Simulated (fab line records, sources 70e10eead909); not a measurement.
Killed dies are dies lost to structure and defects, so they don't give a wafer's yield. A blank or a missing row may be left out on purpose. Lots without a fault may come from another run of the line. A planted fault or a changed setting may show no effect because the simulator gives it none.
Chamber matching | flow nand_harc | NHARC_A_SLIT_DEP_25 on pecvd-03: 3 sister chambers
The step deposits SiO2, target thk 200 nm. 3 wafers are shown with their chamber, then 9 later ones without.

WAFERS WITH THEIR CHAMBER
wafer  | chamber | throttle_valve_pct (%)
L090.1 | 0       | 16.1
L090.2 | 2       | 16.3
L090.3 | 1       | 16.4

WAFERS WITHOUT THEIR CHAMBER
wafer  | throttle_valve_pct (%)
L092.1 | 16.4
L092.3 | 16.8
L092.5 | 16.0
L094.1 | 16.4
L094.4 | 16.1
L094.5 | 16.2
L097.1 | 16.5
L097.3 | 16.3
L097.4 | 16.0

WHICH CHAMBER EACH WENT THROUGH
wafer  | from the rows above          | in truth
L092.1 | can't be placed: 1 or 2      | 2
L092.3 | can't be placed: 1 or 2      | 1
L092.5 | can't be placed: 0 or 2      | 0
L094.1 | can't be placed: 1 or 2      | 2
L094.4 | can't be placed: 0 or 2      | 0
L094.5 | can't be placed: 0 or 2 or 1 | 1
L097.1 | can't be placed: 1 or 2      | 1
L097.3 | can't be placed: 2 or 1 or 0 | 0
L097.4 | can't be placed: 0 or 2      | 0
Placed correctly: 0 of 9. Can't be placed from these rows: 9 (the true chamber is among the candidates in 9). Placed wrongly: 0.
How it was worked out, from the rows above alone: a wafer's distance from a chamber is the root of the sum, over the readings, of the square of ((its reading less the chamber's mean) divided by the reading's scatter). The wafer belongs to the nearest chamber; if the next one is less than 2 further off, it can't be placed. A chamber's mean is the mean of its shown wafers. The scatter: with one shown wafer a chamber, the root of the mean of the squares of how far each hidden wafer lies from its nearest shown one.
